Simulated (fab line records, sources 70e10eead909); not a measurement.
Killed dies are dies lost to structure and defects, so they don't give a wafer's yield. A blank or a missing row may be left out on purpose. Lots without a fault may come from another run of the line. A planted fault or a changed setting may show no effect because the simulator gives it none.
Which tool did it? | flow nand_harc | 12 lots, 36 wafers sampled, at 1 step of a route of 1159

WHAT THE GAUGES READ, wafer by wafer
NHARC_A_CONTACT_OVL_MEAS_70.
lot  | measured     | on         | overlay_x_nm (nm)
L075 | day 16 21:25 | overlay-02 | 0.1 -0.3 -0.6
L078 | day 17 18:15 | overlay-02 | -0.8 -0.8 -0.5
L080 | day 18 07:15 | overlay-01 | 0.7 1.1 1.2
L079 | day 18 13:32 | overlay-02 | -0.1 -0.2 -0.2
L082 | day 18 23:22 | overlay-02 | 0.8 1.3 0.9
L085 | day 19 12:43 | overlay-01 | 0.6 0.1 0.5
L087 | day 20 00:46 | overlay-01 | -1.0 -1.0 -0.7
L090 | day 20 06:11 | overlay-02 | 1.9 1.6 1.2
L091 | day 21 09:58 | overlay-02 | -2.1 -1.7 -1.4
L094 | day 21 16:11 | overlay-02 | -2.1 -2.0 -1.5
L096 | day 21 19:52 | overlay-01 | -0.4 0.2 -0.7
L097 | day 22 06:58 | overlay-01 | 0.4 0.3 0.1

WHICH TOOL RAN EACH LOT (tool, then ch and the chambers of the sampled wafers, then the start)
The record holds no process step before these readings.

THE ANSWER, worked out from the rows above alone
Rule: what is usual is taken from the lots themselves. Put in order of their means at a reading, lots are off if they are a third of the lots or fewer, leave a main group of 4 or more, and stand apart from it by a gap of 3 or more times the standard deviation of the main group's means; of several such gaps the widest counts. A main group whose means are all the same, to the digits that the tables above print for the reading, isn't used. A lot without any number at a reading at which 4 lots or more have one is off too. The other lots that the step has rows for count as sound.
No lot is off at any reading shown: from this, nothing can be told.

WHAT THE SIMULATOR HAD PUT IN
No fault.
